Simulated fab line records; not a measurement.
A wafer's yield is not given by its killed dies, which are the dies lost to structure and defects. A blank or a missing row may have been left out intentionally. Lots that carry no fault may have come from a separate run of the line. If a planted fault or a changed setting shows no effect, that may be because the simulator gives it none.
Matching of chambers ; flow nand harc ; NHARC_P_ZERO_WELL_ETCH_65 on rie diel-11: 4 sister chambers
The step etches the open film in N2/H2, target depth 80 nm, overetch 24 nm, time 87.88 s. 18 wafers are shown with their chamber, then 9 later ones without.

== WAFERS, EACH WITH ITS CHAMBER ==
wafer;chamber;showerhead plenum p Torr (Torr);drypump motor current A (A);rf vpp V (V)
L076.3;3;2.16;5.3;431.8
L076.5;2;1.96;4.7;428.1
L076.6;1;1.98;5.8;428.3
L079.1;0;2.19;5.6;435.7
L079.2;1;1.98;5.8;426.6
L079.6;2;1.96;4.7;429.2
L081.1;3;2.16;5.3;433.9
L081.2;2;1.96;4.6;429.4
L081.4;0;2.19;5.7;435.2
L086.1;0;2.18;5.7;434.6
L086.3;1;1.98;5.8;428.2
L086.6;3;2.16;5.3;433.8
L087.1;2;1.95;4.7;427.8
L087.5;0;2.18;5.6;433.9
L087.6;3;2.16;5.3;432.9
L088.1;2;1.95;4.7;427.5
L088.3;0;2.18;5.6;434.0
L088.6;1;1.98;5.8;429.2

SIGNATURES (means of the wafers above)
reading;chamber 0;chamber 1;chamber 2;chamber 3;scatter within a chamber
showerhead plenum p Torr;2.1840;1.9800;1.9560;2.1600;0.00414
drypump motor current A;5.640;5.800;4.680;5.300;0.0378
rf vpp V;434.680;428.075;428.400;433.100;0.912
Rule: a wafer's distance from a chamber is the root of the sum, over the readings, of the square of ((its reading less the chamber's mean) divided by the reading's scatter). If the next closest chamber is less than 2 further off than the closest, the wafer can't be placed; otherwise it belongs to the closest. How the scatter is found: for the shown wafers, subtract from each reading the mean of its chamber, square and add these, divide the total by (wafers less chambers), then take the root.

== WAFERS WITHOUT THEIR CHAMBER ==
wafer;showerhead plenum p Torr (Torr);drypump motor current A (A);rf vpp V (V)
L095.3;1.95;4.7;429.0
L095.4;1.98;5.8;428.4
L095.6;2.16;5.3;432.9
L096.1;2.18;5.6;433.1
L096.2;1.95;4.7;428.4
L096.6;1.95;4.7;429.2
L097.1;2.18;5.6;434.8
L097.2;1.95;4.7;429.9
L097.4;1.98;5.8;429.5

== THE CHAMBER EACH PASSED THROUGH ==
wafer;from the rows above;in truth
L095.3;2;2
L095.4;1;1
L095.6;3;3
L096.1;0;0
L096.2;2;2
L096.6;2;2
L097.1;0;0
L097.2;2;2
L097.4;1;1
Placed correctly: 9 of 9. Number that these rows cannot place: 0. 0 placed wrongly.
